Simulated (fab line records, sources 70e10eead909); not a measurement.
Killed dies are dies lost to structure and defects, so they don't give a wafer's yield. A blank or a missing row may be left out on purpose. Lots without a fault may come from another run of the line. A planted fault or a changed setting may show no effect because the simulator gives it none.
Problem report in the 8D (eight disciplines) form, filled by code | flow nand_harc | the parts of the form that need people (team, actions taken, sign-off) are left out

1. THE PROBLEM
heater_power_total_W at NHARC_P_BONDPAD_SOFTBAKE_04 reads a mean of 236.8 W on 1 wafer of 1 lot; wafers without a fault read 201.0 W with a standard deviation of 1.3. That is +28 standard deviations from the usual mean.
The step: time 70 s.
First seen on wafer L390.3, day 9 14:00, on litho_track-07. The record holds 39 wafers of 13 lots with a number at this step. Rule for "out", or "out of limits": more than 4 standard deviations from the usual mean. The other wafers with a number count as sound.

2. WHAT IT IS AND WHAT IT IS NOT
question                    | is                   | is not
which readings at this step | heater_power_total_W | -
which lots                  | L390                 | L385, L395, L396, L397, L398, L399, L400, L401, L402, L404, L405, L406
which wafers of those lots  | L390.3               | L390.1, L390.5
read on which tools         | litho_track-07       | litho_track-02, litho_track-05
when                        | from day 9 14:00     | up to then (5 sound wafers); but 33 sound wafers of L395, L396, L397, L398, L399, L400, L401, L402, L404, L405, L406 came after

3. SUSPECTS, AND WHAT RULES EACH OUT
Counting: a tool at a process step up to the reading stays a suspect if it ran every lot that is out. Sound lots after the first of them don't rule it out here, since some wafers of a struck lot are sound.
- pecvd-03 at NHARC_P_BONDPAD_DEP_00 (deposits SiCN, target thk 250 nm): kept. It ran the lot that is out, L390 (day 9 14:00). NHARC_P_BONDPAD_DEP_00 gives no start for some lots, so the hours and the order of its lots are those of NHARC_P_BONDPAD_SOFTBAKE_04.
- litho_track-07 at NHARC_P_BONDPAD_SOFTBAKE_04 (time 70 s): kept. It ran the lot that is out, L390 (day 9 14:00); its last sound lot up to then is L385 (day 7 09:00). Its own readings are out on those wafers: heater_power_total_W.
- Within pecvd-03 at NHARC_P_BONDPAD_DEP_00: the wafers that are out ran in chamber 2; their sound lot-mates ran in chamber 0.
Left after counting: pecvd-03 at NHARC_P_BONDPAD_DEP_00, litho_track-07 at NHARC_P_BONDPAD_SOFTBAKE_04.

4. THE CAUSE (what the simulator had put in)
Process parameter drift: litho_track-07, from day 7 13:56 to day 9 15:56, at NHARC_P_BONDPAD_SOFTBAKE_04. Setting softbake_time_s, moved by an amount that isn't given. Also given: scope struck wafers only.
Counting left 2 suspects, and this tool is among them.

5. THE CHAIN OF EFFECTS, in route order
Each row: a reading whose mean over the struck wafers that have a number lies more than 3 standard deviations from the usual. Only readings for which the record gives a usual standard deviation are gone through. hours: the time from each lot's start at the first step in this table that gives one to its start at this step, as a median over the lots. sigmas: the change in usual standard deviations.
hours | step                        | reading              | usual   | on struck wafers | change | sigmas
0     | NHARC_P_BONDPAD_SOFTBAKE_04 | heater_power_total_W | 201.0 W | 236.8            | +35.8  | +28
The process steps in it:
- NHARC_P_BONDPAD_SOFTBAKE_04: time 70 s.
Later measuring or inspecting steps at which every struck wafer that the step has a row for has a number for every such reading, and none has moved that far: NHARC_END_SORT_01.

6. WHAT WOULD HAVE CAUGHT IT SOONER
In this record the first reading out of limits was taken at day 9 14:00, 48 hours after the fault began at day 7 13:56.
